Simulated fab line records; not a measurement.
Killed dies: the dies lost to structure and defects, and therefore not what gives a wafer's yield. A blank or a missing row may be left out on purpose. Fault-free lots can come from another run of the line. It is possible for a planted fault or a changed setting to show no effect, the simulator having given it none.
Which of the tools did it? | flow n5Finfet | Sampling: 11 lots, 31 wafers, 4 of 1938 route steps

WHAT EACH GAUGE READ, for each wafer
No reading from a measuring or inspecting step in the record can be judged against a usual standard deviation.

WHICH TOOL RAN EACH LOT (tool, then ch and the chambers of the sampled wafers, then the start)
lot  | N5_HKMG_FIN_ETCH_31              | N5_HKMG_FIN_NWFM_ALD_20           | N5_HKMG_FIN_COAT_66              | N5_HKMG_FIN_ALD_21
L712 | rieDiel-02 ch 0,2,3, day 4 18:53 | aldMetal-02 ch 0,2,3, day 4 21:06 | lithoTrack-04 ch 0, day 4 21:29  | aldMetal-04 ch 0,2, day 4 22:17
L713 | rieDiel-04 ch 0,1,2, day 5 02:19 | aldMetal-02 ch 0,2, day 5 04:14   | lithoTrack-04 ch 0, day 5 04:37  | aldMetal-03 ch 1,2,3, day 5 05:29
L717 | rieDiel-03 ch 0,2, day 5 22:02   | aldMetal-03 ch 0,2, day 6 00:04   | lithoTrack-04 ch 0, day 6 00:27  | aldMetal-02 ch 0,3, day 6 01:16
L720 | rieDiel-02 ch 2,3, day 6 15:41   | aldMetal-03 ch 2,3, day 6 17:36   | lithoTrack-04 ch 0, day 6 17:58  | aldMetal-04 ch 0,3, day 6 18:47
L726 | rieDiel-04 ch 0,1,3, day 8 03:55 | aldMetal-02 ch 0,1,3, day 8 05:50 | lithoTrack-01 ch 0, day 8 06:13  | aldMetal-02 ch 0,1,3, day 8 07:02
L727 | rieDiel-02 ch 0,1, day 8 06:29   | aldMetal-04 ch 0,2,3, day 8 08:25 | lithoTrack-01 ch 0, day 8 08:47  | aldMetal-04 ch 0,3, day 8 09:55
L728 | rieDiel-04 ch 0,2, day 8 17:26   | aldMetal-04 ch 0,1,2, day 8 19:21 | lithoTrack-03 ch 0, day 8 19:43  | aldMetal-03 ch 0,1,2, day 8 20:35
L729 | rieDiel-04 ch 0,2,3, day 8 19:38 | aldMetal-02 ch 0,1,3, day 8 21:34 | lithoTrack-04 ch 0, day 8 21:56  | aldMetal-02 ch 0,1,3, day 8 22:52
L731 | rieDiel-02 ch 0,2,3, day 9 11:23 | aldMetal-04 ch 0,1,3, day 9 13:23 | lithoTrack-04 ch 0, day 9 13:46  | aldMetal-03 ch 1,3, day 9 14:35
L732 | rieDiel-02 ch 0,2, day 9 16:51   | aldMetal-03 ch 0,1,2, day 9 18:51 | lithoTrack-03 ch 0, day 9 19:14  | aldMetal-04 ch 2,3, day 9 20:13
L733 | rieDiel-02 ch 0,3, day 9 21:58   | aldMetal-02 ch 1,2,3, day 9 23:53 | lithoTrack-03 ch 0, day 10 00:16 | aldMetal-02 ch 1,3, day 10 01:06
- N5_HKMG_FIN_ETCH_31: etches SiARC in CF4, target depth 45.5 nm, time 75.8 s.
- N5_HKMG_FIN_NWFM_ALD_20: deposits TiAlC, target thk 2 nm, pulse time 3 s, purge time 2 s.
- N5_HKMG_FIN_COAT_66: time 60 s, resist thk 300 nm.
- N5_HKMG_FIN_ALD_21: deposits TiN, target thk 1.5 nm, pulse time 1 s, purge time 3 s.

WHAT THE TOOLS THEMSELVES READ (means of the sampled wafers that have a number; where no wafer has one, the mark that the record gives instead)
N5_HKMG_FIN_ETCH_31.
lot  | tool       | drypumpMotorCurrentA (A) | etchRfOnTimeS (s) | mfcArSccm (sccm) | oesProductAu (a.u.) | rfVppV (V) | showerheadPlenumPTorr (Torr) | throttleValvePct (%)
L712 | rieDiel-02 | 6.18                     | 75.2              | 100.24           | 0.69                | 184.9      | 2.12                         | 15.48
L713 | rieDiel-04 | 5.94                     | 73.8              | 100.22           | 0.64                | 182.7      | 2.09                         | 15.81
L717 | rieDiel-03 | 5.77                     | 77.7              | 99.90            | 0.66                | 185.2      | 2.10                         | 15.68
L720 | rieDiel-02 | 6.14                     | 72.3              | 99.81            | 0.75                | 183.7      | 2.13                         | 15.30
L726 | rieDiel-04 | 6.06                     | 74.4              | 100.06           | 0.64                | 182.7      | 2.06                         | 15.74
L727 | rieDiel-02 | 6.29                     | 75.7              | 100.32           | 0.76                | 183.7      | 2.16                         | 15.44
L728 | rieDiel-04 | 5.86                     | 75.5              | 99.81            | 0.60                | 183.2      | 2.09                         | 15.96
L729 | rieDiel-04 | 5.96                     | 76.7              | 100.14           | 0.62                | 182.1      | 2.08                         | 15.84
L731 | rieDiel-02 | 6.17                     | 74.5              | 99.97            | 0.71                | 183.5      | 2.11                         | 15.40
L732 | rieDiel-02 | 6.25                     | 75.8              | 100.10           | 0.68                | 183.3      | 2.08                         | 15.53
L733 | rieDiel-02 | 6.17                     | 74.8              | 100.11           | 0.74                | 184.6      | 2.15                         | 15.30

N5_HKMG_FIN_NWFM_ALD_20.
lot  | tool        | heaterPowerW (W) | precursorPulseHeightRel | susceptorTempC (C)
L712 | aldMetal-02 | 501              | 1.009                   | 299.94
L713 | aldMetal-02 | 505              | 0.995                   | 299.93
L717 | aldMetal-03 | 562              | 1.008                   | 299.97
L720 | aldMetal-03 | 550              | 1.003                   | 299.99
L726 | aldMetal-02 | 486              | 0.989                   | 300.09
L727 | aldMetal-04 | 484              | 0.993                   | 300.12
L728 | aldMetal-04 | 440              | 1.010                   | 300.09
L729 | aldMetal-02 | 492              | 0.991                   | 299.97
L731 | aldMetal-04 | 447              | 0.989                   | 299.97
L732 | aldMetal-03 | 508              | 1.023                   | 300.04
L733 | aldMetal-02 | 471              | 1.005                   | 299.84

N5_HKMG_FIN_COAT_66.
lot  | tool          | exhaustPa (Pa) | heaterPowerTotalW (W) | runLengthS (s)
L712 | lithoTrack-04 | 44.3           | 502.0                 | 66.46
L713 | lithoTrack-04 | 45.7           | 514.0                 | 64.08
L717 | lithoTrack-04 | 43.5           | 517.5                 | 63.09
L720 | lithoTrack-04 | 44.7           | 517.6                 | 62.97
L726 | lithoTrack-01 | 43.9           | 499.8                 | 66.22
L727 | lithoTrack-01 | 46.2           | 499.4                 | 66.16
L728 | lithoTrack-03 | 44.2           | 501.8                 | 65.87
L729 | lithoTrack-04 | 46.1           | 499.9                 | 66.43
L731 | lithoTrack-04 | 45.2           | 501.8                 | 66.52
L732 | lithoTrack-03 | 44.5           | 501.0                 | 65.81
L733 | lithoTrack-03 | 44.9           | 501.1                 | 65.94

N5_HKMG_FIN_ALD_21.
lot  | tool        | heaterPowerW (W) | precursorPulseHeightRel | susceptorTempC (C)
L712 | aldMetal-04 | 841              | 1.014                   | 400.05
L713 | aldMetal-03 | 884              | 0.997                   | 400.13
L717 | aldMetal-02 | 896              | 0.973                   | 399.89
L720 | aldMetal-04 | 859              | 1.014                   | 400.04
L726 | aldMetal-02 | 879              | 1.005                   | 400.10
L727 | aldMetal-04 | 873              | 0.995                   | 400.08
L728 | aldMetal-03 | 913              | 1.005                   | 400.13
L729 | aldMetal-02 | 877              | 0.985                   | 399.87
L731 | aldMetal-03 | 750              | 1.003                   | 399.94
L732 | aldMetal-04 | 904              | 0.995                   | 399.93
L733 | aldMetal-02 | 822              | 0.997                   | 400.17

THE ANSWER, worked out from the rows above alone
Rule: what is usual is taken from the lots themselves. The widest of any qualifying gaps counts: lots, ordered by their means at a reading, are off when they make up no more than a third of the lots, leave a main group of 4 or more, and stand apart from it by 3 or more times the standard deviation of that group's means. The tables above print the reading to a certain number of digits; a main group whose means all agree to those digits is not used. Also off: a lot with no number at a reading for which 4 or more lots have one. Any other lot the step has rows for is counted as sound. Order of review: gauges by route order, followed by the tools' own readings, for which a lot's mean as printed above is used. The first step at which some lot is off is used, and at that step the reading that is off furthest; a lot without a number counts as furthest.
Off, at N5_HKMG_FIN_COAT_66 on heaterPowerTotalW: L713, L717, L720. Mean 500.9 W and standard deviation 0.96 in the main group.
If a tool, at that step or one of the process steps before it, ran each lot that is off and ran no sound lot following the first of them, it fits. Not one of the candidates tried fits.

WHAT HAD BEEN PUT IN BY THE SIMULATOR
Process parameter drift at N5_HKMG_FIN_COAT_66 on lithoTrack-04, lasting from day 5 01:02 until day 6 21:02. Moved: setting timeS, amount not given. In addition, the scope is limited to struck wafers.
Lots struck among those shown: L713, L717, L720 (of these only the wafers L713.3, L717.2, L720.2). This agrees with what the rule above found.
